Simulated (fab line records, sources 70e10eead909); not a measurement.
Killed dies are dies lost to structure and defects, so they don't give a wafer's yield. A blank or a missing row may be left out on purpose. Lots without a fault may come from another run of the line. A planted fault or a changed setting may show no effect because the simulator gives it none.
fab line records | flow nand_harc
record lots=5 wafers=15 last_day=30
route steps=1302 shown A_STAIRCASE@832 END@1302
lots that met no fault: from a run of the same line without faults
start_h: hours from the record's first day to the start of the lot's first wafer shown | wait_h: hours since the lot's step before | " the same as in the row above | L1.1+2: a row that stands for several wafers | - no value, or no start given | * or withheld: withheld | < > ~ a bound
route shown NAME@n: a module of which the file shows steps, and the number in the route of the first | usual: mean/standard deviation of fault-free wafers | same: alike in all rows | chamber/n: place in a boat | sites: the reading at each site | _std_site: their standard deviation | _edge_site: outer sites' mean less inner sites' | radius_mm: how far each site lies from the wafer's centre | mask NAME#n: copy n | behind: the tool/chamber that last shaped the wafer | hold: why the lot was held/for how many hours/how that ended | device: the transistor (n, p or np) that didn't switch | end of line: the same wafers' tests at the end of the route | a step without rows: its recipe alone | killed: dies lost to structure and defects at the first sort, not the wafer's yield | map: a wafer's dies, x killed, . not, _ none there
set.NAME: the setting as run; set.NAME@STEP: as run at that earlier step | model.NAME: the simulator's own value behind a step, which no gauge read
lots at some steps of the route; a table a step, a row a wafer
services: from which hour (start_h, from the record's first day; less than 0 if before it) a tool's chamber was out of use, for how many hours, and why
## steps
# step NHARC_A_STAIRCASE_HM_OPEN_463
# recipe o2_flow_sccm=400 cos_flow_sccm=20 ar_flow_sccm=0 rf_w=500 bias_w=300 chemistry=O2/COS
# step NHARC_A_STAIRCASE_STRIP_464
# recipe o2_flow_sccm=400 cos_flow_sccm=20 ar_flow_sccm=0 bias_w=0 chemistry=O2/COS
# step NHARC_A_STAIRCASE_ETCH_453
# recipe target_depth_a=300 overetch_a=30 time_s=16.5 ion_energy_ev=100 cf4_flow_sccm=80 o2_flow_sccm=20 ar_flow_sccm=0 rf_w=300 bias_w=100 chemistry=CF4/O2
# step NHARC_A_STAIRCASE_ETCH_315
# recipe target_depth_a=25000 time_s=607.1 ion_energy_ev=800 c4f8_flow_sccm=80 o2_flow_sccm=60 ar_flow_sccm=withheld rf_w=600 bias_w=3000 chemistry=C4F8/O2/Ar
# usual chamber_pressure_mTorr=25.000/0.022 oes_product_au=0.928/0.011 rf_vpp_V=1823/9.6
# columns lot.wafer tool chamber start_h wait_h chamber_pressure_mTorr oes_product_au rf_hours_counter_h rf_vpp_V
L943.1 rie_diel-05 1 - - 24.983 0.924 47 1837
L943.3 " 2 " " 25.020 0.921 43 1820
L943.6 " 1 " " 24.971 0.921 - 1836
L948.3 rie_diel-05 3 - - 24.993 0.936 8 1828
L948.1 " 1 " " 25.007 0.904 7 1838
L948.6 " 3 " " 25.000 0.929 - 1829
L949.1 rie_diel-02 3 - - 25.031 0.945 20 1825
L949.3 " 1 " " 24.993 0.926 24 1818
L949.6 " 3 " " 24.986 0.931 - 1823
L951.1 rie_diel-05 3 - - 25.006 0.926 28 1827
L951.5 " 2 " " 25.031 0.928 - 1818
L951.6 " 3 " " 24.996 0.927 - 1828
L957.1 rie_diel-02 1 - - 24.996 0.906 44 1817
L957.2 " 2 " " 25.018 0.937 44 1811
L957.5 " 0 " " 25.022 0.935 - 1831
# step NHARC_A_STAIRCASE_STRIP_316
# recipe o2_flow_sccm=500 ar_flow_sccm=0 bias_w=0 chemistry=O2
# usual chamber_pressure_mTorr=60.00/0.057 drypump_motor_current_A=6.0/0.42 oes_product_au=0.997/0.009 rf_vpp_V=57.7/0.93 showerhead_plenum_p_Torr=3.47/0.13 throttle_valve_pct=17.037/0.0091
# columns lot.wafer tool chamber start_h wait_h chamber_pressure_mTorr drypump_motor_current_A oes_product_au rf_hours_counter_h rf_vpp_V showerhead_plenum_p_Torr throttle_valve_pct
L943.3 rie_diel-05 3 - - 60.01 5.2 1.005 39 58.3 3.55 17.040
L943.1 " 0 " " 60.06 6.8 1.009 44 56.2 3.29 17.033
L943.6 " 1 " " 60.01 6.2 1.001 - 57.7 3.66 17.041
L948.3 rie_diel-05 1 - - 60.12 6.2 0.981 7 58.1 3.66 17.043
L948.1 " 0 " " 60.04 6.7 0.984 8 57.5 3.29 17.039
L948.6 " 1 " " 59.97 6.2 0.984 - 57.9 3.66 17.036
L949.1 rie_diel-02 1 - - 60.01 5.9 0.989 24 57.1 3.39 17.030
L949.3 " 0 " " 59.88 5.6 1.004 27 58.1 3.59 17.045
L949.6 " 1 " " 59.99 6.0 0.997 - 56.8 3.40 17.049
L951.1 rie_diel-05 1 - - 59.89 6.2 0.988 27 57.5 3.65 17.047
L951.5 " 1 " " 60.02 6.2 0.985 - 58.2 3.65 17.031
L951.6 " 2 " " 60.00 5.8 0.992 - 58.0 3.42 17.055
L957.2 rie_diel-02 1 - - 59.96 5.9 0.993 44 56.5 3.38 17.058
L957.1 " 2 " " 60.01 6.0 1.013 44 58.1 3.31 17.030
L957.5 " 1 " " 59.99 6.0 0.998 - 57.8 3.38 17.024
# step NHARC_A_STAIRCASE_STRIP_317
# recipe time_s=900 temp_c=130 chemistry=SPM
# step NHARC_A_STAIRCASE_PRECLEAN_318
# recipe time_s=* temp_c=50 bath_age_min=0 chemistry=SC1
# step NHARC_A_STAIRCASE_SRD_329
# step NHARC_A_STAIRCASE_ALD_415
# recipe target_thk_a=300 pulse_time_s=6 ald_cycles=300 temp_c=300 material=SiO2
# usual heater_power_w=451/51 precursor_pulse_height_rel=0.999/0.02
# columns lot.wafer tool chamber start_h wait_h heater_power_w precursor_pulse_height_rel
L943.3 ald_hk-03 1 396.12 0.1 583 0.995
L943.1 " 3 " " 375 1.022
L943.6 " 1 " " 591 0.977
L948.1 ald_hk-02 3 444.76 1.4 370 0.986
L948.3 " 2 " " 446 1.007
L948.6 " 0 " " 434 1.014
L949.3 ald_hk-01 2 467.86 0.3 441 0.975
L949.1 " 3 " " 415 1.018
L949.6 " 1 " " 528 1.042
L951.1 ald_hk-01 1 504.82 0.8 530 0.975
L951.6 " 2 " " 432 0.979
L951.5 " 3 " " 405 1.007
L957.1 ald_hk-01 0 531.10 0.1 459 0.971
L957.2 " 3 " " 406 1.009
L957.5 " 0 " " 448 1.001
# step NHARC_A_STAIRCASE_ETCHBACK_416
# recipe target_depth_a=360 time_s=7.2 c4f8_flow_sccm=withheld o2_flow_sccm=8 ar_flow_sccm=withheld rf_w=600 bias_w=800 chemistry=C4F8/O2/Ar
# step NHARC_A_STAIRCASE_STRIP_476
# recipe time_s=20 o2_flow_sccm=500 ar_flow_sccm=0 bias_w=0 chemistry=O2
# step NHARC_A_STAIRCASE_DEP_417
# recipe target_thk_a=600 step_coverage_pct=20 temp_c=400 target_thk_nm=60 flow_sccm=200 rf_w=450 material=Si3N4
# usual heater_power_w=681/93
# columns lot.wafer tool chamber start_h wait_h heater_power_w
L943.1 pecvd-04 0 398.60 - 707
L943.3 " 1 " " 541
L943.6 " 2 " " 681
L948.3 pecvd-02 0 447.02 - 577
L948.1 " 2 " " 625
L948.6 " 2 " " 620
L949.1 pecvd-02 2 469.88 - 624
L949.3 " 1 " " 696
L949.6 " 0 " " 630
L951.1 pecvd-01 0 506.49 - 764
L951.6 " 1 " " 588
L951.5 " 0 " " 762
L957.1 pecvd-04 0 533.38 - 780
L957.2 " 1 " " 544
L957.5 " 1 " " 560
# step NHARC_A_STAIRCASE_WET_418
# recipe temp_c=160 target_depth_a=200 chemistry=H3PO4
# step NHARC_A_STAIRCASE_PRECLEAN_419
# recipe time_s=* temp_c=50 bath_age_min=0 chemistry=SC1
# step NHARC_A_STAIRCASE_SRD_421
# step NHARC_A_STAIRCASE_ALD_420
# recipe target_thk_a=200 pulse_time_s=6 ald_cycles=200 temp_c=300 material=SiO2
# step NHARC_A_STAIRCASE_CVD_552
# recipe target_thk_a=400 temp_c=700 pressure_mtorr=300 material=SiNx
# step NHARC_A_STAIRCASE_DEP_151
# recipe target_thk_a=72000 temp_c=400 target_thk_nm=7200 teos_flow_sccm=200 rf_w=500 material=SiO2
# usual heater_power_w=617/90
# columns lot.wafer tool chamber start_h wait_h heater_power_w
L943.1 pecvd-01 2 410.18 0.4 723
L943.3 " 0 " " 733
L943.6 " 1 " " 455
L948.3 pecvd-02 2 457.87 0.4 544
L948.1 " 0 " " 552
L948.6 " 0 " " 549
L949.3 pecvd-04 2 480.71 0.4 691
L949.1 " 1 " " 545
L949.6 " 1 " " 456
L951.1 pecvd-04 0 519.58 0.5 802
L951.5 " 2 " " 603
L951.6 " 1 " " 458
L957.1 pecvd-01 0 544.94 0.5 806
L957.2 " 1 " " 590
L957.5 " 0 " " 664
# step NHARC_A_STAIRCASE_ANNEAL_320
# recipe temp_c=750 time_s=1800
# step NHARC_A_STAIRCASE_DEP_322
# recipe target_thk_a=72000 temp_c=400 target_thk_nm=7200 teos_flow_sccm=200 rf_w=500 material=SiO2
# usual heater_power_w=625/90
# columns lot.wafer tool chamber start_h wait_h heater_power_w
L943.3 pecvd-01 1 419.49 0.1 495
L943.1 " 0 " " 715
L943.6 " 1 " " 458
L948.3 pecvd-01 2 468.53 0.1 680
L948.1 " 1 " " 508
L948.6 " 2 " " 616
L949.1 pecvd-04 2 485.21 0.2 776
L949.3 " 0 " " 836
L949.6 " 0 " " 669
L951.1 pecvd-04 2 527.15 0.4 697
L951.5 " 0 " " 668
L951.6 " 1 " " 462
L957.1 pecvd-02 0 552.71 0.2 642
L957.2 " 1 " " 710
L957.5 " 1 " " 596
# step NHARC_A_STAIRCASE_ANNEAL_323
# recipe temp_c=750 time_s=1800
# step NHARC_A_STAIRCASE_DEP_325
# recipe target_thk_a=72000 temp_c=400 target_thk_nm=7200 teos_flow_sccm=200 rf_w=500 material=SiO2
# step NHARC_A_STAIRCASE_ANNEAL_326
# recipe temp_c=750 time_s=1800
# step NHARC_A_STAIRCASE_DEHYDRATE_433
# recipe temp_c=150 time_s=120
# step NHARC_A_STAIRCASE_HMDS_434
# recipe time_s=30
# step NHARC_A_STAIRCASE_COAT_435
# recipe spin_rpm=1200
# step NHARC_A_STAIRCASE_SOFTBAKE_436
# recipe temp_c=135 time_s=170
# step NHARC_A_STAIRCASE_EBR_437
# step NHARC_A_STAIRCASE_EXPOSE_438
# recipe na=0.5 dose_mj=28.97 mask_id=STAIR_REV
# step NHARC_A_STAIRCASE_PEB_439
# recipe peb_temp_c=115 peb_time_s=130
# step NHARC_A_STAIRCASE_DEVELOP_440
# recipe time_s=140
# step NHARC_A_STAIRCASE_HARDBAKE_442
# recipe temp_c=120 time_s=140
# step NHARC_A_STAIRCASE_DESCUM_443
# recipe time_s=3 o2_flow_sccm=200 ar_flow_sccm=0 bias_power_w=0 chemistry=O2
# step NHARC_A_STAIRCASE_ETCH_444
# recipe target_depth_a=2.04e+05 time_s=6800 c4f8_flow_sccm=20 o2_flow_sccm=10 ar_flow_sccm=withheld rf_w=600 bias_w=1000 chemistry=C4F8/O2
# step NHARC_A_STAIRCASE_STRIP_446
# recipe power_w=1500 temp_c=250 chemistry=O2
# step NHARC_A_STAIRCASE_STRIP_447
# recipe time_s=900 temp_c=130 chemistry=SPM
# step NHARC_END_SORT_01
# recipe temp_c=25
# usual killed_at_array=51/17 killed_at_other=1.0/1.2 killed_at_periphery=3.4/2.5 killed_dies=56/17 killed_open=3.3/2.1 killed_short=2.6/1.6
# same gross_dies=677
# columns lot.wafer tool chamber start_h wait_h killed_at_array killed_at_other killed_at_periphery killed_dies killed_open killed_short
L943.1 prober-01 0 581.13 2.5 48 0 0 48 6 1
L943.3 prober-01 0 582.75 3.1 70 1 2 73 2 2
L943.6 prober-01 0 585.17 4.0 77 2 0 79 3 2
L957.2 prober-01 0 707.88 2.8 149 0 7 156 2 3
L957.5 prober-01 0 710.29 3.7 151 0 3 154 2 4
# killed by level:class
L943.1 A_SLIT:chamber_film_flake=22 A_CHANNEL_HOLE_D1:chamber_film_flake=10 A_CHANNEL_HOLE_D2:chamber_film_flake=6 A_ONON_D1:geometric_particle:open=1 A_CHANNEL_FILL_D1:geometric_particle:open=1 A_DECK1_JOINT:geometric_particle:short=1 A_ONON_D2:geometric_particle:open=1 A_SGD_CUT:geometric_particle:open=1
L943.3 A_CHANNEL_HOLE_D1:chamber_film_flake=34 A_SLIT:chamber_film_flake=15 A_CHANNEL_HOLE_D2:chamber_film_flake=8 A_CONTACT:chamber_film_flake=5 A_WL_FILL:chamber_film_flake=3 A_SGD_CUT:chamber_film_flake=2 P_CONTACT:geometric_particle:short=1 P_M1:geometric_particle:open=1
L943.6 A_CHANNEL_HOLE_D1:chamber_film_flake=27 A_SLIT:chamber_film_flake=27 A_CHANNEL_HOLE_D2:chamber_film_flake=6 A_SGD_CUT:chamber_film_flake=6 A_CONTACT:chamber_film_flake=3 A_ONON_D1:geometric_particle:open=2 A_WL_FILL:chamber_film_flake=2 A_CHANNEL_FILL_D1:geometric_particle:short=1
L957.2 A_STAIRCASE:unspecified=95 A_SLIT:chamber_film_flake=32 A_CHANNEL_HOLE_D1:chamber_film_flake=11 A_STAIRCASE:chamber_film_flake=3 P_CONTACT:chamber_film_flake=3 P_M2:chamber_film_flake=3 A_BLC:chamber_film_flake=2 P_M0:geometric_particle:short=1
L957.5 A_STAIRCASE:unspecified=98 A_SLIT:chamber_film_flake=34 A_CHANNEL_HOLE_D1:chamber_film_flake=10 A_ZERO_WELL:chamber_film_flake=3 A_ONON_D1:geometric_particle:short=2 P_GATE:geometric_particle:open=1 A_CHANNEL_FILL_D1:geometric_particle:short=1 A_DECK1_JOINT:geometric_particle:short=1
# map L957.2 (x killed, . not)
____________x____________
_________......._________
_______..........._______
______.............______
_____..............._____
____.................____
____.................____
___...................___
___...................___
__..........x..........__
__....................x__
_......................._
_............x......x.x._
_.................x..x.._
_xx.xxx.x..........xxx.x_
_...xxxxx..........xxxx._
....xxxxxxx.......xxxx.x.
..xxxxxxxxx.......xxxxx..
..xxxxxxxxx.......x.xxx..
..xxxxxxxxxx.....xx.xx.xx
..xxxxxxxx.x........x....
_..xxxxxxxx.......x.x..._
_..xxxxxxxxx...........x_
_.xxxxxxxxx...........xx_
_.x.xxxxxx..........x.xx_
_...xx.xx............xxx_
__.....x..............x__
__..xxxxxx...x........x__
___...................___
___...................___
____..........x......____
____...x.............____
_____...xx...x......_____
______.............______
_______x.........._______
_________......._________
____________.____________
# map L943.6 (x killed, . not)
____________.____________
_________......._________
_______..........x_______
______.............______
_____..............._____
____.................____
____xx...............____
___...................___
___...................___
__.....................__
__..................x..__
_...................xx.x_
_.................x..x.._
_..x................x..._
_...................xx.._
_............x..xx.xxx.._
................xx.xxx.x.
...............x.xxxxxx.x
...............xxxxxxx.x.
x...............xxxxxx...
.......x.......xxxxx.x...
_.xx............xxx..xx._
_............x...xxx...._
_...............x..x...._
_...x..............x...._
_...............xx......_
__..x......x...........__
__.....x...............__
___........x...x......___
___...................___
____.................____
____............x....____
_____..............._____
______.............______
_______..........._______
_________..x...._________
____________.____________
## services
# columns tool chamber start_h hours kind
pecvd-01 - 371.95 1.1 repair
rie_diel-05 0 385.99 - clean
rie_diel-05 1 385.99 - clean
rie_diel-05 2 385.99 - clean
rie_diel-05 3 385.99 - clean
ald_hk-01 - 390.97 0.4 repair
rie_diel-02 - 394.44 9.0 pm
ald_hk-03 - 397.94 10.0 pm
rie_diel-05 - 406.98 9.0 pm
rie_diel-05 0 406.98 9.0 vent_cycle
rie_diel-05 1 406.98 9.0 vent_cycle
rie_diel-05 2 406.98 9.0 vent_cycle
rie_diel-05 3 406.98 9.0 vent_cycle
pecvd-02 - 408.13 13.0 pm
rie_diel-02 3 413.34 12.9 repair
rie_diel-05 0 415.98 - clean
rie_diel-05 0 415.98 - consumable_replace:focus_ring
rie_diel-05 1 415.98 - clean
pecvd-04 - 450.34 13.0 pm
pecvd-04 - 470.62 0.7 repair
ald_hk-01 - 478.52 10.0 pm
pecvd-01 - 492.57 13.0 pm
rie_diel-05 - 508.42 0.2 repair
ald_hk-02 - 526.64 10.0 pm
## key
first_sign step=NHARC_END_SORT_01 reading=killed_at_array direction=up sigmas=5.8 usual=51 struck=150
effect step=NHARC_END_SORT_01 reading=killed_dies direction=up sigmas=5.8 usual=56 struck=155
more_kills_born_at NHARC_A_STAIRCASE_DEP_417@pecvd-04=193
met_at NHARC_A_STAIRCASE_DEP_417
struck_wafers L957.2,L957.5
tester_left_out L957
onset_between 398.60 533.38
fault kind=chamber_particle_source tool=pecvd-04 chamber=1 onset_h=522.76 steps=NHARC_A_STAIRCASE_DEP_417 rate_per_visit_cm2=1.2075 end_h=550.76
# tester_left_out: of these lots the tester's yield and bins aren't shown, on N5 and GAA mostly nor the transistor test; their killed dies are dies lost to structure and defects alone, not to doping, threshold or leakage, so they don't give the yield
